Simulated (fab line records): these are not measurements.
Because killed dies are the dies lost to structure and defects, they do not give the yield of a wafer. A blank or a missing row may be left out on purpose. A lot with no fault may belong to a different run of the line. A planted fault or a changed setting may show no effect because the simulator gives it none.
Which of the tools did it? -- flow n5 finfet -- Sampling: 22 lots, 66 wafers, 6 of 1938 route steps

WHAT EACH GAUGE READ, for each wafer
No reading from a measuring or inspecting step in the record can be judged against a usual standard deviation.

EACH LOT AND THE TOOL THAT RAN IT (in order: tool; ch and the chambers of the sampled wafers; start)
lot,N5_BEOL_M11_VIA_ETCH_34,N5_BEOL_M11_TRENCH_ETCH_37,N5_BEOL_M12_VIA_ETCH_16,N5_BEOL_M12_STRIP_63,N5_BEOL_M12_STRIP_37,N5_BEOL_M12_ANNEAL_48
L074,"rie diel-04 ch 1,2,3, day 10 06:21","rie diel-04 ch 1,2,3, day 10 12:29 or earlier","rie diel-02 ch 0,1,3, day 10 12:29","plasma asher-01 ch 0,1, day 10 12:42","plasma asher-01 ch 0,1, day 10 14:02","rtp anneal-01 ch 0, day 10 16:20"
L076,"rie diel-05 ch 0,1,2, day 10 17:34","rie diel-05 ch 0,1,2, day 10 20:45 or earlier","rie diel-02 ch 0,1,3, day 10 20:45","plasma asher-02 ch 0,1, day 10 20:57","plasma asher-01 ch 0,1, day 10 22:15","rtp anneal-01 ch 0, day 11 02:41"
L075,"rie diel-04 ch 2,3, day 10 23:22","rie diel-04 ch 2,3, day 11 03:30 or earlier","rie diel-06 ch 2,3, day 11 03:30","plasma asher-02 ch 0,1, day 11 03:44","plasma asher-01 ch 0,1, day 11 04:55","rtp anneal-01 ch 0, day 11 05:53"
L077,"rie diel-03 ch 0,1, day 11 16:17","rie diel-03 ch 1,3, day 11 20:24 or earlier","rie diel-06 ch 0,2,3, day 11 20:24","plasma asher-01 ch 0,1, day 11 20:37","plasma asher-01 ch 0,1, day 11 21:52","rtp anneal-01 ch 0, day 12 02:31"
L078,"rie diel-05 ch 1,2, day 12 02:33","rie diel-05 ch 1,2, day 12 07:13 or earlier","rie diel-06 ch 0,3, day 12 07:13","plasma asher-02 ch 0,1, day 12 07:26","plasma asher-02 ch 0,1, day 12 08:44","rtp anneal-01 ch 0, day 12 11:07"
L080,"rie diel-03 ch 1,3, day 12 10:41","rie diel-03 ch 1,3, day 12 15:41 or earlier","rie diel-06 ch 1,2,3, day 12 15:41","plasma asher-01 ch 0,1, day 12 15:53","plasma asher-02 ch 0,1, day 12 17:04","rtp anneal-02 ch 0, day 12 19:49"
L083,"rie diel-04 ch 0,1,3, day 13 03:27","rie diel-04 ch 0,1,3, day 13 10:13 or earlier","rie diel-06 ch 0,1, day 13 10:13","plasma asher-01 ch 0,1, day 13 10:25","plasma asher-01 ch 0, day 13 11:43","rtp anneal-02 ch 0, day 13 13:23"
L081,"rie diel-03 ch 0,1,3, day 13 08:25","rie diel-03 ch 0,1,3, day 13 11:56 or earlier","rie diel-02 ch 0,1, day 13 11:56","plasma asher-02 ch 0,1, day 13 12:08","plasma asher-01 ch 0,1, day 13 13:25","rtp anneal-01 ch 0, day 13 19:25"
L084,"rie diel-04 ch 0,2,3, day 13 12:19","rie diel-04 ch 0,2,3, day 13 16:09 or earlier","rie diel-02 ch 1,2,3, day 13 16:09","plasma asher-01 ch 0,1, day 13 16:21","plasma asher-01 ch 0,1, day 13 17:32","rtp anneal-01 ch 0, day 13 21:31"
L082,"rie diel-04 ch 1,2, day 13 20:20","rie diel-04 ch 1,2, day 14 01:00 or earlier","rie diel-06 ch 2,3, day 14 01:00","plasma asher-01 ch 0,1, day 14 01:23","plasma asher-02 ch 1, day 14 02:34","rtp anneal-01 ch 0, day 14 04:20"
L085,"rie diel-05 ch 1,2, day 13 22:52","rie diel-05 ch 1,2, day 14 02:56 or earlier","rie diel-06 ch 0,1, day 14 02:56","plasma asher-01 ch 0,1, day 14 03:08","plasma asher-01 ch 0,1, day 14 04:22","rtp anneal-01 ch 0, day 14 07:37"
L086,"rie diel-03 ch 0,1, day 14 09:11","rie diel-03 ch 0,1, day 14 13:36 or earlier","rie diel-02 ch 1,2,3, day 14 13:36","plasma asher-01 ch 0,1, day 14 13:44","plasma asher-01 ch 0,1, day 14 15:04","rtp anneal-02 ch 0, day 14 16:53"
L087,"rie diel-03 ch 1,2,3, day 14 15:51","rie diel-03 ch 1,2,3, day 14 19:21 or earlier","rie diel-06 ch 0,2,3, day 14 19:21","plasma asher-01 ch 0,1, day 14 19:29","plasma asher-01 ch 0,1, day 14 20:40","rtp anneal-02 ch 0, day 14 22:08"
L088,"rie diel-05 ch 0,1,2, day 14 21:02","rie diel-05 ch 0,1,2, day 15 00:37 or earlier","rie diel-02 ch 0,3, day 15 00:37","plasma asher-01 ch 0,1, day 15 00:49","plasma asher-01 ch 0,1, day 15 02:07","rtp anneal-01 ch 0, day 15 06:38"
L089,"rie diel-04 ch 1,2, day 15 06:25","rie diel-04 ch 1,2, day 15 10:33 or earlier","rie diel-06 ch 0,2,3, day 15 10:33","plasma asher-01 ch 0,1, day 15 10:45","plasma asher-02 ch 0,1, day 15 12:10","rtp anneal-02 ch 0, day 15 14:10"
L091,"rie diel-03 ch 1,2,3, day 15 07:10","rie diel-03 ch 1,2,3, day 15 11:52 or earlier","rie diel-06 ch 2,3, day 15 11:52","plasma asher-01 ch 0,1, day 15 12:04","plasma asher-01 ch 0,1, day 15 13:31","rtp anneal-02 ch 0, day 15 15:16"
L093,"rie diel-04 ch 0,1,2, day 15 10:10","rie diel-04 ch 0,1,2, day 15 14:19 or earlier","rie diel-02 ch 0,3, day 15 14:19","plasma asher-02 ch 0,1, day 15 14:37","plasma asher-02 ch 0,1, day 15 15:48","rtp anneal-01 ch 0, day 15 18:15"
L094,"rie diel-05 ch 0,1,3, day 15 13:19","rie diel-05 ch 0,1,3, day 15 17:29 or earlier","rie diel-02 ch 0,1, day 15 17:29","plasma asher-01 ch 0,1, day 15 17:41","plasma asher-01 ch 0,1, day 15 18:52","rtp anneal-01 ch 0, day 15 20:35"
L096,"rie diel-04 ch 0,2,3, day 15 13:29","rie diel-04 ch 0,2,3, day 15 17:38 or earlier","rie diel-06 ch 1,2,3, day 15 17:38","plasma asher-01 ch 0,1, day 15 17:50","plasma asher-01 ch 0,1, day 15 19:01","rtp anneal-02 ch 0, day 15 20:59"
L092,"rie diel-04 ch 0,2, day 15 17:10","rie diel-04 ch 0,2, day 15 21:01 or earlier","rie diel-01 ch 1,3, day 15 21:01","plasma asher-02 ch 0,1, day 15 21:13","plasma asher-02 ch 0,1, day 15 22:31","rtp anneal-02 ch 0, day 16 01:11"
L095,"rie diel-04 ch 0,1,3, day 16 17:54","rie diel-04 ch 0,1,3, day 16 21:34 or earlier","rie diel-02 ch 0,3, day 16 21:34","plasma asher-02 ch 0,1, day 16 21:47","plasma asher-01 ch 0,1, day 16 23:26","rtp anneal-02 ch 0, day 17 02:25"
L097,"rie diel-05 ch 0,2, day 17 09:02","rie diel-05 ch 0,2, day 17 12:33 or earlier","rie diel-02 ch 0,1,3, day 17 12:33","plasma asher-02 ch 0,1, day 17 12:45","plasma asher-02 ch 0,1, day 17 14:28","rtp anneal-01 ch 0, day 17 15:30"
- N5_BEOL_M11_VIA_ETCH_34: etches SiCOH lowk in C4F6/O2, target depth 184.5 nm, time 69.2 s.
- N5_BEOL_M11_TRENCH_ETCH_37: etches SiCOH lowk in C4F6/O2, target depth 148.83 nm, time 48 s.
- N5_BEOL_M12_VIA_ETCH_16: etches SiOC in C4F8/O2/Ar, target depth 724.8 nm.
- N5_BEOL_M12_STRIP_63: strips in N2/H2.
- N5_BEOL_M12_STRIP_37: strips in N2/H2.
- N5_BEOL_M12_ANNEAL_48: time 90 s.

WHAT THE TOOLS THEMSELVES READ (means of the sampled wafers that have a number; where no wafer has one, the mark that the record gives instead)
N5_BEOL_M11_VIA_ETCH_34. Usual: drypump motor current A 5.7 A, standard deviation 0.41; oes product au 0.80 a.u., standard deviation 0.092; rf vpp V 664 V, standard deviation 17; showerhead plenum p Torr 2.87 Torr, standard deviation 0.1; throttle valve pct 20.92 %, standard deviation 0.25.
lot,tool,drypump motor current A (A),oes product au (a.u.),rf vpp V (V),showerhead plenum p Torr (Torr),throttle valve pct (%),flag
L074,rie diel-04,5.7,0.79,664,2.90,20.99,
L076,rie diel-05,6.1,0.73,663,2.79,20.96,
L075,rie diel-04,6.0,0.74,665,2.88,20.99,
L077,rie diel-03,5.4,0.78,654,2.84,20.77,
L078,rie diel-05,6.0,0.73,655,2.82,21.00,
L080,rie diel-03,5.5,0.83,676,2.85,20.67,
L083,rie diel-04,5.4,0.78,657,2.85,20.97,
L081,rie diel-03,5.6,0.80,663,2.87,20.78,
L084,rie diel-04,5.7,0.86,660,2.83,20.84,
L082,rie diel-04,5.8,0.93,655,2.83,21.01,
L085,rie diel-05,6.1,0.72,659,2.82,20.93,
L086,rie diel-03,5.6,0.78,650,2.90,20.88,
L087,rie diel-03,5.5,0.85,667,2.90,20.68,
L088,rie diel-05,6.1,0.81,668,2.89,20.87,
L089,rie diel-04,5.8,0.89,654,2.83,21.04,
L091,rie diel-03,5.5,0.83,668,2.90,20.68,
L093,rie diel-04,5.5,0.81,649,2.79,21.11,
L094,rie diel-05,6.1,0.79,678,2.92,20.98,
L096,rie diel-04,5.7,0.82,660,2.82,20.86,
L092,rie diel-04,5.8,0.86,652,2.77,20.98,
L095,rie diel-04,5.4,0.76,656,2.84,21.01,
L097,rie diel-05,6.3,0.78,671,2.89,20.82,

N5_BEOL_M11_TRENCH_ETCH_37. Usual: drypump motor current A 5.7 A, standard deviation 0.41; oes product au 0.79 a.u., standard deviation 0.093; rf vpp V 664 V, standard deviation 17; showerhead plenum p Torr 2.87 Torr, standard deviation 0.1; throttle valve pct 20.94 %, standard deviation 0.25.
lot,tool,drypump motor current A (A),oes product au (a.u.),rf vpp V (V),showerhead plenum p Torr (Torr),throttle valve pct (%),flag
L074,rie diel-04,5.7,0.79,662,2.90,21.03,
L076,rie diel-05,6.1,0.72,663,2.79,20.98,
L075,rie diel-04,6.0,0.74,665,2.88,21.01,
L077,rie diel-03,5.5,0.84,675,2.85,20.69,
L078,rie diel-05,6.0,0.72,656,2.82,21.02,
L080,rie diel-03,5.5,0.83,677,2.85,20.70,
L083,rie diel-04,5.4,0.78,658,2.85,21.00,
L081,rie diel-03,5.5,0.80,663,2.87,20.80,
L084,rie diel-04,5.7,0.86,659,2.83,20.86,
L082,rie diel-04,5.8,0.93,655,2.83,21.03,
L085,rie diel-05,6.1,0.72,658,2.82,20.95,
L086,rie diel-03,5.6,0.77,650,2.90,20.91,
L087,rie diel-03,5.5,0.84,668,2.90,20.71,
L088,rie diel-05,6.1,0.81,667,2.89,20.91,
L089,rie diel-04,5.8,0.89,654,2.83,21.05,
L091,rie diel-03,5.5,0.84,667,2.90,20.72,
L093,rie diel-04,5.5,0.80,650,2.79,21.14,
L094,rie diel-05,6.1,0.78,679,2.92,21.01,
L096,rie diel-04,5.7,0.82,659,2.82,20.89,
L092,rie diel-04,5.8,0.86,651,2.77,21.00,
L095,rie diel-04,5.5,0.76,658,2.84,21.03,
L097,rie diel-05,6.3,0.78,672,2.89,20.85,

N5_BEOL_M12_VIA_ETCH_16. Usual: drypump motor current A 5.4 A, standard deviation 0.31; oes product au 0.71 a.u., standard deviation 0.091; rf vpp V 667.2 V, standard deviation 2.4; showerhead plenum p Torr 3.48 Torr, standard deviation 0.082; throttle valve pct 24.23 %, standard deviation 0.2.
lot,tool,drypump motor current A (A),oes product au (a.u.),rf vpp V (V),showerhead plenum p Torr (Torr),throttle valve pct (%),flag
L074,rie diel-02,5.6,0.69,668.6,3.50,24.28,
L076,rie diel-02,5.6,0.69,667.9,3.50,24.28,
L075,rie diel-06,5.2,0.70,667.5,3.49,24.19,
L077,rie diel-06,5.3,0.70,667.0,3.48,24.33,
L078,rie diel-06,5.5,0.75,665.4,3.41,24.40,
L080,rie diel-06,5.4,0.68,666.8,3.46,24.17,
L083,rie diel-06,5.3,0.65,668.0,3.53,24.38,
L081,rie diel-02,5.4,0.71,669.0,3.55,24.26,
L084,rie diel-02,5.7,0.71,666.8,3.46,24.25,
L082,rie diel-06,5.4,0.72,665.2,3.41,24.28,
L085,rie diel-06,5.5,0.64,668.9,3.51,24.21,
L086,rie diel-02,5.7,0.70,666.6,3.45,24.26,
L087,rie diel-06,5.3,0.69,666.7,3.47,24.35,
L088,rie diel-02,5.4,0.71,667.9,3.51,24.25,
L089,rie diel-06,5.3,0.68,666.8,3.47,24.37,
L091,rie diel-06,5.2,0.67,667.0,3.46,24.24,
L093,rie diel-02,5.7,0.66,666.4,3.44,24.31,
L094,rie diel-02,5.6,0.85,668.9,3.52,24.09,
L096,rie diel-06,5.4,0.74,666.4,3.45,24.09,
L092,rie diel-01,5.8,0.71,665.3,3.39,24.07,
L095,rie diel-02,5.7,0.65,665.7,3.43,24.33,
L097,rie diel-02,5.6,0.74,667.4,3.47,24.22,

N5_BEOL_M12_STRIP_63. Usual: drypump motor current A 5.5 A, standard deviation 0.43; heater power w 321 W, standard deviation 37; oes product au 0.693 a.u., standard deviation 0.0042; strip time to endpoint s 42.5 s, standard deviation 0.75.
lot,tool,drypump motor current A (A),heater power w (W),oes product au (a.u.),strip time to endpoint s (s),flag
L074,plasma asher-01,5.9,334,0.698,41.9,
L076,plasma asher-02,5.2,282,0.694,43.1,
L075,plasma asher-02,5.1,284,0.690,42.5,
L077,plasma asher-01,5.9,336,0.695,41.6,
L078,plasma asher-02,5.2,284,0.690,42.2,
L080,plasma asher-01,5.7,357,0.692,43.0,
L083,plasma asher-01,5.6,351,0.694,42.6,
L081,plasma asher-02,5.2,295,0.694,42.2,
L084,plasma asher-01,5.9,334,0.693,42.2,
L082,plasma asher-01,5.6,347,0.695,42.5,
L085,plasma asher-01,5.9,337,0.697,42.6,
L086,plasma asher-01,5.9,339,0.693,41.6,
L087,plasma asher-01,5.7,352,0.695,42.1,
L088,plasma asher-01,5.9,334,0.695,42.4,
L089,plasma asher-01,5.6,353,0.692,43.2,
L091,plasma asher-01,5.9,335,0.690,43.0,
L093,plasma asher-02,5.2,282,0.695,42.8,
L094,plasma asher-01,5.9,331,0.693,43.2,
L096,plasma asher-01,5.9,334,0.693,41.7,
L092,plasma asher-02,5.2,295,0.691,42.9,
L095,plasma asher-02,5.2,281,0.697,43.3,
L097,plasma asher-02,5.1,279,0.693,42.6,

N5_BEOL_M12_STRIP_37. Usual: drypump motor current A 5.6 A, standard deviation 0.44; heater power w 325 W, standard deviation 38; oes product au 0.789 a.u., standard deviation 0.011.
lot,tool,drypump motor current A (A),heater power w (W),oes product au (a.u.),flag
L074,plasma asher-01,5.6,355,0.791,
L076,plasma asher-01,5.7,355,0.799,
L075,plasma asher-01,5.9,338,0.785,
L077,plasma asher-01,5.6,359,0.794,
L078,plasma asher-02,5.1,280,0.789,
L080,plasma asher-02,5.2,298,0.798,
L083,plasma asher-01,5.3,369,0.799,
L081,plasma asher-01,5.9,337,0.782,
L084,plasma asher-01,5.7,356,0.786,
L082,plasma asher-02,5.1,268,0.776,
L085,plasma asher-01,5.6,358,0.791,
L086,plasma asher-01,5.6,357,0.781,
L087,plasma asher-01,5.6,352,0.790,
L088,plasma asher-01,5.6,359,0.794,
L089,plasma asher-02,5.2,295,0.781,
L091,plasma asher-01,5.9,335,0.793,
L093,plasma asher-02,5.2,281,0.784,
L094,plasma asher-01,5.6,353,0.792,
L096,plasma asher-01,5.6,362,0.786,
L092,plasma asher-02,5.2,298,0.791,
L095,plasma asher-01,5.7,353,0.778,
L097,plasma asher-02,5.2,296,0.787,

N5_BEOL_M12_ANNEAL_48. Usual: anneal temp c max 226.31, standard deviation 0.28; wafer_temp_C_max 225.81, standard deviation 0.25.
lot,tool,anneal temp c max,wafer_temp_C_max,flag
L074,rtp anneal-01,225.90,225.67,
L076,rtp anneal-01,226.24,225.88,
L075,rtp anneal-01,226.37,225.65,
L077,rtp anneal-01,226.04,225.77,
L078,rtp anneal-01,226.06,225.89,
L080,rtp anneal-02,226.62,225.63,
L083,rtp anneal-02,226.43,225.85,
L081,rtp anneal-01,226.09,225.52,
L084,rtp anneal-01,226.27,225.99,
L082,rtp anneal-01,226.32,226.05,
L085,rtp anneal-01,226.07,226.16,
L086,rtp anneal-02,226.41,225.76,
L087,rtp anneal-02,226.45,225.69,
L088,rtp anneal-01,226.15,225.74,
L089,rtp anneal-02,226.35,225.97,
L091,rtp anneal-02,226.19,225.62,
L093,rtp anneal-01,226.22,225.69,
L094,rtp anneal-01,226.41,226.02,
L096,rtp anneal-02,226.49,225.65,
L092,rtp anneal-02,226.31,225.74,
L095,rtp anneal-02,226.27,226.03,
L097,rtp anneal-01,226.44,225.59,

THE ANSWER, worked out from the rows above alone
Rule: take the mean of a lot's wafers that have a number; if it is more than 3 standard deviations from the usual mean, the lot is off. Also off: a lot with no number at a reading for which 4 or more lots have one. Any other lot the step has rows for is counted as sound. Order of review: gauges by route order, followed by the tools' own readings, for which a lot's mean as printed above is used. The first step at which some lot is off is used, and at that step the reading that is off furthest; a lot without a number counts as furthest.
Across all readings shown, no lot is off: no conclusion can be drawn from this.

WHAT THE SIMULATOR HAD PUT IN
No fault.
